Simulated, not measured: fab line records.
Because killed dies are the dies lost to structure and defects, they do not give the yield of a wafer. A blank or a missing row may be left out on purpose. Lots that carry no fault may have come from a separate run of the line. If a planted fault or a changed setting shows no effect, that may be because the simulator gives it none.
Chamber matching / flow nand harc / 3 sister chambers for NHARC_A_STAIRCASE_DEP_259 on pecvd-01
The step deposits SiON, target thk 30 nm. 20 wafers are shown with their chamber, then 10 later ones without.

## WAFERS PAIRED WITH THEIR CHAMBERS
wafer=L078.2; chamber=0; heater power w (W)=706; rf fwd power W (W)=349.7
wafer=L078.3; chamber=1; heater power w (W)=954; rf fwd power W (W)=348.8
wafer=L078.6; chamber=0; heater power w (W)=697; rf fwd power W (W)=349.2
wafer=L080.1; chamber=1; heater power w (W)=935; rf fwd power W (W)=349.4
wafer=L080.2; chamber=2; heater power w (W)=798; rf fwd power W (W)=351.4
wafer=L080.3; chamber=0; heater power w (W)=644; rf fwd power W (W)=350.2
wafer=L082.1; chamber=1; heater power w (W)=936; rf fwd power W (W)=349.8
wafer=L082.2; chamber=0; heater power w (W)=715; rf fwd power W (W)=347.9
wafer=L082.5; chamber=0; heater power w (W)=708; rf fwd power W (W)=350.5
wafer=L085.2; chamber=1; heater power w (W)=925; rf fwd power W (W)=347.8
wafer=L085.5; chamber=1; heater power w (W)=926; rf fwd power W (W)=349.3
wafer=L085.6; chamber=0; heater power w (W)=681; rf fwd power W (W)=349.2
wafer=L087.1; chamber=2; heater power w (W)=692; rf fwd power W (W)=348.0
wafer=L087.4; chamber=2; heater power w (W)=728; rf fwd power W (W)=348.5
wafer=L087.6; chamber=0; heater power w (W)=710; rf fwd power W (W)=349.7
wafer=L086.3; chamber=1; heater power w (W)=887; rf fwd power W (W)=350.0
wafer=L086.4; chamber=2; heater power w (W)=787; rf fwd power W (W)=348.0
wafer=L086.5; chamber=1; heater power w (W)=871; rf fwd power W (W)=350.2
wafer=L090.1; chamber=0; heater power w (W)=615; rf fwd power W (W)=348.6
wafer=L090.2; chamber=1; heater power w (W)=998; rf fwd power W (W)=348.3

SIGNATURES (means of the wafers above)
reading=heater power w; chamber 0=684.50; chamber 1=929.00; chamber 2=751.25; scatter within a chamber=40.1
reading=rf fwd power W; chamber 0=349.375; chamber 1=349.200; chamber 2=348.975; scatter within a chamber=1.03
Rule: for each reading, subtract the chamber's mean from the wafer's reading, divide by that reading's scatter and square the result; add these up over the readings and take the root, which gives the wafer's distance from the chamber. The wafer belongs to the nearest chamber; if the next one is less than 2 further off, it can't be placed. The scatter: take each reading less its chamber's mean, square it, sum over the shown wafers, divide by the number of wafers less the number of chambers, and take the root.

## WAFERS MISSING THEIR CHAMBER
wafer=L090.4; heater power w (W)=614; rf fwd power W (W)=348.5
wafer=L091.1; heater power w (W)=653; rf fwd power W (W)=348.8
wafer=L091.3; heater power w (W)=726; rf fwd power W (W)=348.2
wafer=L091.4; heater power w (W)=656; rf fwd power W (W)=349.3
wafer=L094.3; heater power w (W)=976; rf fwd power W (W)=349.2
wafer=L094.4; heater power w (W)=982; rf fwd power W (W)=349.5
wafer=L094.6; heater power w (W)=674; rf fwd power W (W)=348.6
wafer=L095.1; heater power w (W)=686; rf fwd power W (W)=349.8
wafer=L095.2; heater power w (W)=852; rf fwd power W (W)=347.3
wafer=L095.4; heater power w (W)=711; rf fwd power W (W)=351.1

## WHICH CHAMBER EACH WENT THROUGH
wafer=L090.4; from the rows above=can't be placed: 0 or 2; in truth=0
wafer=L091.1; from the rows above=can't be placed: 0 or 2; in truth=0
wafer=L091.3; from the rows above=can't be placed: 2 or 0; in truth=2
wafer=L091.4; from the rows above=can't be placed: 0 or 2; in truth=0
wafer=L094.3; from the rows above=1; in truth=1
wafer=L094.4; from the rows above=1; in truth=1
wafer=L094.6; from the rows above=can't be placed: 0 or 2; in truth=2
wafer=L095.1; from the rows above=can't be placed: 0 or 2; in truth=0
wafer=L095.2; from the rows above=can't be placed: 1 or 2 or 0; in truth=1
wafer=L095.4; from the rows above=can't be placed: 0 or 2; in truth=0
Correct placement for 2 of the 10. Not placeable from these rows: 8 (in 8, the candidates include the true chamber). Number placed wrongly: 0.
